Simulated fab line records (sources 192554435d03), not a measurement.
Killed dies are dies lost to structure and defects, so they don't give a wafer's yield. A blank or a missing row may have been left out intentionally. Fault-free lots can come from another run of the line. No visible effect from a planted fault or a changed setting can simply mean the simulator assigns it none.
fab line records -- flow n5-finfet
record: lots: 10, wafers: 30, last-day: 18
route steps=1938 shown BEOL_M13@1693
lots that met no fault: from a run of the same line without faults
start-h: hours from the record's first day to the start of the lot's first wafer shown -- wait-h: time in hours since the lot's previous step -- " identical to the entry in the row above -- L1.1+2: one row covering several wafers at once -- - no value, or no start was given -- * or withheld: withheld -- < > ~ a bound
route shown NAME@n: NAME is a module with steps in the file, n the number in the route of the first one -- usual: average and standard deviation across the fault-free wafers -- same: alike in all rows -- chamber/n: place in a boat -- sites: per-site readings -- _std_site: standard deviation of those values -- _edge_site: mean of outer sites minus mean of inner sites -- radius-mm: how far each site lies from the wafer's centre -- mask NAME#n: copy n -- behind: the last tool/chamber to shape the wafer -- hold: why the lot was held/for how many hours/how that ended -- device: transistor that didn't switch, given as n, p or np -- end of line: at the end of the route, the tests of the same wafers -- a step given without rows: its recipe and nothing more -- killed: the dies lost at the first sort to structure and to defects; this is not the yield of the wafer -- map: per-die view of a wafer (x killed, . not killed, _ where there is no die)
set.NAME: the setting as run; set.NAME@STEP: as run at that earlier step -- model.NAME: the simulator's own value behind a step, which no gauge read
steps of the route over a sample of lots; a table a step, a row a wafer
services: a tool's chamber out of use, with start hour (start-h, from the record's first day; less than 0 if before it), hours out, and reason
== steps ==
step: N5_BEOL_M13_ETCH_67
recipe: chemistry: CF4, target: SiARC, target-depth-a: 1430, time-s: 238.3, ion-energy-ev: 80, pressure-mtorr: 40, source-w: 545, bias-w: 36, Ar_flow_sccm: 100, cf4-flow-sccm: 100, ends: cleared
usual: cf4-flow-sccm: 100.0/0.32, drypump-motor-current-A: 6.0/0.4, etch-rf-on-time-s: 238.2/2.8, oes-product-au: 0.68/0.065, rf-fwd-power-W: 543.2/1.7, rf-vpp-V: 183.8/1.3, showerhead-plenum-p-Torr: 2.12/0.081, throttle-valve-pct: 15.66/0.19
lot.wafer,tool,chamber,start-h,wait-h,cf4-flow-sccm,drypump-motor-current-A,etch-rf-on-time-s,oes-product-au,rf-fwd-power-W,rf-hours-counter-h,rf-vpp-V,showerhead-plenum-p-Torr,throttle-valve-pct
L607.3,rie-diel-03,3,247.55,0.0,99.4,5.6,236.5,0.69,539.2,67,184.6,2.26,15.16
L607.4,rie-diel-03,2,247.55,0.0,99.9,5.9,241.8,0.58,542.2,237,181.9,2.11,16.00
L607.6,rie-diel-03,2,247.55,0.0,100.4,6.0,241.6,0.59,540.7,-,182.4,2.11,15.98
L608.1,rie-diel-02,2,261.83,0.0,100.0,6.7,243.8,0.59,541.4,243,183.2,2.02,15.86
L608.2,rie-diel-02,1,261.83,0.0,100.5,5.9,234.3,0.67,544.1,125,182.8,2.07,15.59
L608.4,rie-diel-02,2,261.83,0.0,100.2,6.7,243.9,0.58,542.3,-,181.6,2.02,15.86
L611.1,rie-diel-02,2,271.77,0.0,100.2,6.7,241.2,0.59,544.6,248,181.9,2.02,15.86
L611.3,rie-diel-02,1,271.77,0.0,99.8,5.9,233.9,0.67,541.5,130,184.0,2.07,15.61
L611.6,rie-diel-02,3,271.77,0.0,100.3,5.3,232.6,0.68,542.3,-,182.0,2.07,15.74
L612.3,rie-diel-01,3,279.01,0.0,100.3,5.9,237.4,0.61,540.8,206,182.0,2.13,15.78
L612.4,rie-diel-01,0,279.01,0.0,99.7,5.9,239.6,0.64,541.7,165,183.9,2.14,15.76
L612.5,rie-diel-01,1,279.01,0.0,99.9,6.3,236.5,0.72,544.2,-,183.7,2.09,15.77
L613.1,rie-diel-01,3,282.55,0.0,99.7,5.9,236.9,0.61,540.4,207,183.2,2.13,15.77
L613.3,rie-diel-01,1,282.55,0.0,100.0,6.3,235.2,0.72,543.0,68,184.4,2.09,15.78
L613.5,rie-diel-01,3,282.55,0.0,99.9,6.0,235.8,0.62,540.7,-,183.9,2.13,15.76
L619.2,rie-diel-03,1,318.74,0.0,99.7,6.2,237.3,0.64,546.7,172,182.5,1.97,15.64
L619.5,rie-diel-03,0,318.74,0.0,99.4,5.8,237.5,0.67,543.9,-,182.9,2.15,15.79
L619.6,rie-diel-03,1,318.74,0.0,100.1,6.2,241.1,0.63,544.0,-,182.1,1.97,15.64
L623.2,rie-diel-01,2,340.42,0.0,99.9,5.5,238.6,0.73,542.1,40,184.4,2.18,15.73
L623.3,rie-diel-01,1,340.42,0.0,99.9,6.3,232.4,0.71,541.8,87,184.3,2.08,15.83
L623.4,rie-diel-01,3,340.42,0.0,99.6,6.0,236.2,0.60,543.2,226,184.6,2.12,15.80
L627.1,rie-diel-01,0,365.57,0.0,99.9,5.9,239.6,0.62,542.0,194,183.7,2.13,15.81
L627.3,rie-diel-01,1,365.57,0.0,100.4,6.3,235.2,0.70,543.2,95,183.7,2.08,15.83
L627.4,rie-diel-01,2,365.57,0.0,100.0,5.5,240.4,0.72,545.5,48,184.6,2.17,15.74
L625.3,rie-diel-02,1,368.10,0.0,100.3,5.9,240.2,0.64,540.0,158,183.7,2.06,15.67
L625.5,rie-diel-02,0,368.10,0.0,100.5,6.5,241.4,0.75,543.4,-,185.1,2.18,15.36
L625.6,rie-diel-02,1,368.10,0.0,100.3,5.9,238.2,0.63,542.1,-,182.9,2.06,15.67
L630.2,rie-diel-03,0,395.20,0.0,99.5,5.8,241.3,0.65,544.8,133,183.9,2.14,15.84
L630.4,rie-diel-03,3,395.20,0.0,100.0,5.6,239.0,0.66,542.5,113,185.1,2.24,15.27
L630.5,rie-diel-03,0,395.20,0.0,99.4,5.8,240.2,0.65,546.7,-,184.5,2.14,15.83
step: N5_BEOL_M13_STRIP_37
recipe: chemistry: N2/H2, power-w: 1000, temp-c: 250, h2-frac: 0.65, overash-fraction: 0.3, pressure-mtorr: withheld, n2-flow-sccm: 1750, h2-flow-sccm: 3250
usual: drypump-motor-current-A: 5.6/0.34, heater-power-w: 338/24, oes-product-au: 0.785/0.011
lot.wafer,tool,chamber,start-h,wait-h,drypump-motor-current-A,heater-power-w,oes-product-au,rf-hours-counter-h
L607.3,plasma-asher-02,0,248.15,0.1,5.9,323,0.774,-
L607.4,plasma-asher-02,1,248.15,0.1,5.6,378,0.787,-
L607.6,plasma-asher-02,1,248.15,0.1,5.6,359,0.772,-
L608.1,plasma-asher-01,1,262.41,0.0,5.7,322,0.790,78
L608.2,plasma-asher-01,0,262.41,0.0,4.9,323,0.769,78
L608.4,plasma-asher-01,0,262.41,0.0,5.0,337,0.769,-
L611.1,plasma-asher-02,0,272.35,0.0,5.9,329,0.795,123
L611.3,plasma-asher-02,1,272.35,0.0,5.6,365,0.796,-
L611.6,plasma-asher-02,1,272.35,0.0,5.6,371,0.789,-
L612.3,plasma-asher-02,1,279.62,0.1,5.6,370,0.789,-
L612.4,plasma-asher-02,0,279.62,0.1,5.9,322,0.787,-
L612.5,plasma-asher-02,1,279.62,0.1,5.6,368,0.784,-
L613.1,plasma-asher-02,1,283.13,0.0,5.6,365,0.790,126
L613.3,plasma-asher-02,1,283.13,0.0,5.6,371,0.797,-
L613.5,plasma-asher-02,1,283.13,0.0,5.6,367,0.805,-
L619.2,plasma-asher-02,1,319.32,0.0,5.6,374,0.805,132
L619.5,plasma-asher-02,1,319.32,0.0,5.6,374,0.767,-
L619.6,plasma-asher-02,0,319.32,0.0,6.0,326,0.784,-
L623.2,plasma-asher-01,0,341.00,0.0,4.9,326,0.788,94
L623.3,plasma-asher-01,0,341.00,0.0,5.0,323,0.791,-
L623.4,plasma-asher-01,1,341.00,0.0,5.7,322,0.771,-
L627.1,plasma-asher-01,0,366.15,0.0,5.0,325,0.784,97
L627.3,plasma-asher-01,1,366.15,0.0,5.7,322,0.785,-
L627.4,plasma-asher-01,0,366.15,0.0,5.0,329,0.783,-
L625.3,plasma-asher-02,1,368.70,0.1,5.6,379,0.797,-
L625.5,plasma-asher-02,1,368.70,0.1,5.6,374,0.785,-
L625.6,plasma-asher-02,0,368.70,0.1,5.9,313,0.779,-
L630.2,plasma-asher-01,0,395.79,0.0,4.9,326,0.795,102
L630.4,plasma-asher-01,0,395.79,0.0,4.9,328,0.792,-
L630.5,plasma-asher-01,1,395.79,0.0,5.7,318,0.776,-
step: N5_BEOL_M13_SPUTTER_43
recipe: material: TaN, target-thk-a: 150, temp-c: 50, bias-v: 168.6, power-w: 15000, chamber-pressure-pa: 0.12, time-s: 24.19
usual: bias-v: 168.4/1.6, throttle-valve-pct: 30.0/1.2
lot.wafer,tool,chamber,start-h,wait-h,bias-v,throttle-valve-pct
L607.3,pvd-sputter-02,-,250.02,0.0,166.5,28.4
L607.4,pvd-sputter-02,-,250.02,0.0,167.2,31.1
L607.6,pvd-sputter-02,-,250.02,0.0,168.1,28.6
L608.1,pvd-sputter-02,-,263.03,0.0,170.3,31.2
L608.2,pvd-sputter-02,-,263.03,0.0,167.9,32.7
L608.4,pvd-sputter-02,-,263.03,0.0,169.3,28.7
L611.1,pvd-sputter-02,-,274.09,0.0,172.8,28.5
L611.3,pvd-sputter-02,-,274.09,0.0,168.2,28.4
L611.6,pvd-sputter-02,-,274.09,0.0,166.4,28.2
L612.3,pvd-sputter-02,-,280.24,0.0,169.5,32.7
L612.4,pvd-sputter-02,-,280.24,0.0,167.8,28.5
L612.5,pvd-sputter-02,-,280.24,0.0,166.5,30.8
L613.1,pvd-sputter-03,-,285.93,0.0,170.5,30.0
L613.3,pvd-sputter-03,-,285.93,0.0,167.6,31.1
L613.5,pvd-sputter-03,-,285.93,0.0,167.9,30.3
L619.2,pvd-sputter-01,-,320.22,0.0,167.4,28.8
L619.5,pvd-sputter-01,-,320.22,0.0,167.2,29.2
L619.6,pvd-sputter-01,-,320.22,0.0,168.6,30.3
L623.2,pvd-sputter-01,-,341.58,0.0,169.1,29.0
L623.3,pvd-sputter-01,-,341.58,0.0,169.2,30.5
L623.4,pvd-sputter-01,-,341.58,0.0,166.6,29.8
L627.1,pvd-sputter-03,-,366.78,0.0,166.1,29.0
L627.3,pvd-sputter-03,-,366.78,0.0,167.8,30.4
L627.4,pvd-sputter-03,-,366.78,0.0,166.7,31.0
L625.3,pvd-sputter-03,-,370.52,0.0,167.8,30.0
L625.5,pvd-sputter-03,-,370.52,0.0,166.9,30.6
L625.6,pvd-sputter-03,-,370.52,0.0,168.3,31.3
L630.2,pvd-sputter-02,-,397.90,0.0,168.6,28.8
L630.4,pvd-sputter-02,-,397.90,0.0,167.9,31.0
L630.5,pvd-sputter-02,-,397.90,0.0,168.5,30.9
step: N5_BEOL_M13_ANNEAL_48
recipe: temp-c: 225, time-s: 90, ambient: N2
usual: wafer_temp_C_max: 226.2/0.36
lot.wafer,tool,chamber,start-h,wait-h,wafer_temp_C_max
L607.3,rtp-anneal-02,0,250.70,0.3,226.9
L607.4,rtp-anneal-02,0,250.70,0.3,226.9
L607.6,rtp-anneal-02,0,250.70,0.3,226.5
L608.1,rtp-anneal-02,0,263.47,0.1,226.3
L608.2,rtp-anneal-02,0,263.47,0.1,227.0
L608.4,rtp-anneal-02,0,263.47,0.1,226.2
L611.1,rtp-anneal-02,0,274.53,0.1,226.0
L611.3,rtp-anneal-02,0,274.53,0.1,226.2
L611.6,rtp-anneal-02,0,274.53,0.1,226.2
L612.3,rtp-anneal-01,0,281.06,0.5,225.6
L612.4,rtp-anneal-01,0,281.06,0.5,225.8
L612.5,rtp-anneal-01,0,281.06,0.5,225.8
L613.1,rtp-anneal-02,0,286.51,0.2,226.8
L613.3,rtp-anneal-02,0,286.51,0.2,226.3
L613.5,rtp-anneal-02,0,286.51,0.2,226.3
L619.2,rtp-anneal-02,0,320.71,0.2,226.5
L619.5,rtp-anneal-02,0,320.71,0.2,226.5
L619.6,rtp-anneal-02,0,320.71,0.2,226.2
L623.2,rtp-anneal-01,0,342.06,0.2,226.3
L623.3,rtp-anneal-01,0,342.06,0.2,226.1
L623.4,rtp-anneal-01,0,342.06,0.2,225.5
L627.1,rtp-anneal-01,0,367.48,0.4,225.7
L627.3,rtp-anneal-01,0,367.48,0.4,226.2
L627.4,rtp-anneal-01,0,367.48,0.4,225.8
L625.3,rtp-anneal-01,0,371.05,0.2,225.8
L625.5,rtp-anneal-01,0,371.05,0.2,225.8
L625.6,rtp-anneal-01,0,371.05,0.2,226.1
L630.2,rtp-anneal-01,0,398.39,0.2,225.8
L630.4,rtp-anneal-01,0,398.39,0.2,225.7
L630.5,rtp-anneal-01,0,398.39,0.2,225.9
step: N5_BEOL_M13_CMP_49
recipe: stop-on: SiOC, t-overpolish-s: 17.1, down-force-psi: 1, platen-rpm: 50, clearing-platen-down-force-psi: 1.5, clearing-platen-rpm: 50, post-cmp-clean: cu-alkaline, target-thk-nm: 420, clearing-platen-pad-velocity-m-s: 0.99484, pad-velocity-m-s: 0.99484
usual: barrier-field-endpoint-s: 30.5/0.64, motor-current-A: 6.0/0.49
lot.wafer,tool,chamber,start-h,wait-h,barrier-field-endpoint-s,motor-current-A
L607.3,cmp-01,1,250.92,0.2,30.5,5.2
L607.4,cmp-01,3,250.92,0.2,29.9,6.5
L607.6,cmp-01,2,250.92,0.2,30.2,5.8
L608.2,cmp-04,0,263.85,0.3,31.3,5.3
L608.1,cmp-04,2,263.85,0.3,31.4,6.0
L608.4,cmp-04,3,263.85,0.3,30.7,6.1
L611.1,cmp-01,1,274.83,0.3,24.8,5.2
L611.3,cmp-01,3,274.83,0.3,31.4,6.7
L611.6,cmp-01,2,274.83,0.3,31.6,6.1
L612.4,cmp-01,0,281.45,0.3,23.6,6.2
L612.3,cmp-01,3,281.45,0.3,31.4,6.8
L612.5,cmp-01,0,281.45,0.3,30.2,6.5
L613.3,cmp-01,2,286.81,0.2,30.3,5.7
L613.1,cmp-01,1,286.81,0.2,31.0,5.6
L613.5,cmp-01,3,286.81,0.2,30.5,5.8
L619.2,cmp-04,1,321.00,0.2,31.0,6.3
L619.5,cmp-04,0,321.00,0.2,29.6,5.5
L619.6,cmp-04,1,321.00,0.2,30.5,6.1
L623.3,cmp-03,0,342.32,0.2,31.6,6.8
L623.2,cmp-03,1,342.32,0.2,30.7,6.8
L623.4,cmp-03,2,342.32,0.2,31.8,5.2
L627.3,cmp-04,0,367.79,0.2,30.9,5.4
L627.1,cmp-04,1,367.79,0.2,30.8,6.4
L627.4,cmp-04,2,367.79,0.2,31.1,6.0
L625.3,cmp-04,1,371.26,0.2,30.3,6.0
L625.5,cmp-04,1,371.26,0.2,30.1,6.2
L625.6,cmp-04,2,371.26,0.2,31.6,6.0
L630.2,cmp-04,0,398.72,0.3,31.0,5.0
L630.4,cmp-04,1,398.72,0.3,30.4,6.3
L630.5,cmp-04,3,398.72,0.3,30.8,6.0
== services ==
tool,chamber,start-h,hours,kind
cmp-03,-,229.51,4.0,pm
rie-diel-01,3,229.61,8.4,repair
plasma-asher-02,-,250.42,3.0,repair
rie-diel-03,2,257.83,5.3,repair
cmp-01,-,269.07,5.5,pm
cmp-04,-,275.63,4.0,pm
cmp-03,-,279.06,0.5,repair
cmp-04,-,279.63,-,consumable-replace:conditioner
cmp-04,-,279.63,-,consumable-replace:pad
pvd-sputter-02,-,281.56,1.6,repair
cmp-04,-,286.66,4.5,repair
rie-diel-03,3,305.87,4.8,repair
rie-diel-02,-,325.54,2.8,pm
cmp-01,-,327.32,4.0,pm
cmp-04,-,335.96,8.2,pm
rie-diel-02,1,340.70,5.4,repair
plasma-asher-01,-,343.65,9.3,pm
cmp-03,-,344.57,0.5,repair
rie-diel-03,2,357.57,5.0,repair
cmp-01,-,365.12,2.9,repair
rie-diel-01,2,373.14,17.2,repair
cmp-04,-,386.04,0.3,repair
rtp-anneal-02,-,387.59,4.0,pm
plasma-asher-01,-,389.82,3.0,repair
== key ==
first-sign: step: N5_BEOL_M13_CMP_49, reading: barrier-field-endpoint-s, direction: down, sigmas: 9.9, usual: 30.5, struck: 24.2
effect none on later readings
met-at N5_BEOL_M13_SPUTTER_43
struck-lots L611,L612
struck-wafers L611.1,L612.4
not-acting-at N5_BEOL_M13_ETCH_67,N5_BEOL_M13_STRIP_37,N5_BEOL_M13_ANNEAL_48
onset-between 263.03 274.09
fault: kind: process-parameter-drift, tool: pvd-sputter-02, chamber: -, onset-h: 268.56, steps: N5_BEOL_M13_SPUTTER_43, channel: time-s, offset: *, shape: step, end-h: 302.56, acts-in: *, stated: *, scope: struck-wafers-only
